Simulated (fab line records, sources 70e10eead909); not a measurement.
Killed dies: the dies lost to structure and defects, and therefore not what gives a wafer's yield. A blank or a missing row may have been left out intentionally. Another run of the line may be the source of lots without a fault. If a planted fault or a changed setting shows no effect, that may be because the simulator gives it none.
Chamber matching / flow nand harc / NHARC_A_CONTACT_ETCH_76 on rie diel-10 has 4 sister chambers
The step etches the open film in N2/H2, target depth 260 nm, time 475.3 s. 4 wafers are shown with their chamber, then 7 later ones without.

== WAFERS, EACH WITH ITS CHAMBER ==
wafer=L626.2; chamber=2; showerhead plenum p Torr (Torr)=1.91
wafer=L628.5; chamber=3; showerhead plenum p Torr (Torr)=1.92
wafer=L629.2; chamber=0; showerhead plenum p Torr (Torr)=2.16
wafer=L629.5; chamber=1; showerhead plenum p Torr (Torr)=2.09

== WAFERS WITHOUT THEIR CHAMBER ==
wafer=L633.5; showerhead plenum p Torr (Torr)=1.92
wafer=L632.5; showerhead plenum p Torr (Torr)=2.15
wafer=L632.6; showerhead plenum p Torr (Torr)=2.09
wafer=L631.5; showerhead plenum p Torr (Torr)=1.92
wafer=L642.3; showerhead plenum p Torr (Torr)=2.15
wafer=L642.4; showerhead plenum p Torr (Torr)=1.90
wafer=L642.5; showerhead plenum p Torr (Torr)=1.92

== EACH ONE'S CHAMBER ==
wafer=L633.5; from the rows above=can't be placed: 3 or 2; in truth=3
wafer=L632.5; from the rows above=0; in truth=0
wafer=L632.6; from the rows above=1; in truth=1
wafer=L631.5; from the rows above=can't be placed: 3 or 2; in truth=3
wafer=L642.3; from the rows above=0; in truth=0
wafer=L642.4; from the rows above=can't be placed: 2 or 3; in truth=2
wafer=L642.5; from the rows above=can't be placed: 3 or 2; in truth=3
Correct placement for 3 of the 7. These rows do not allow placing 4 (true chamber among the candidates in 4). Placed wrongly: 0.
How it was worked out, from the rows above alone: a wafer's distance from a chamber is the root of the sum, over the readings, of the square of ((its reading less the chamber's mean) divided by the reading's scatter). If the next closest chamber is less than 2 further off than the closest, the wafer can't be placed; otherwise it belongs to the closest. For every chamber, the mean is computed from those of its wafers that are shown. The scatter (one wafer shown for each chamber): square how far every hidden wafer sits from the nearest shown wafer, average those squares and take the square root.
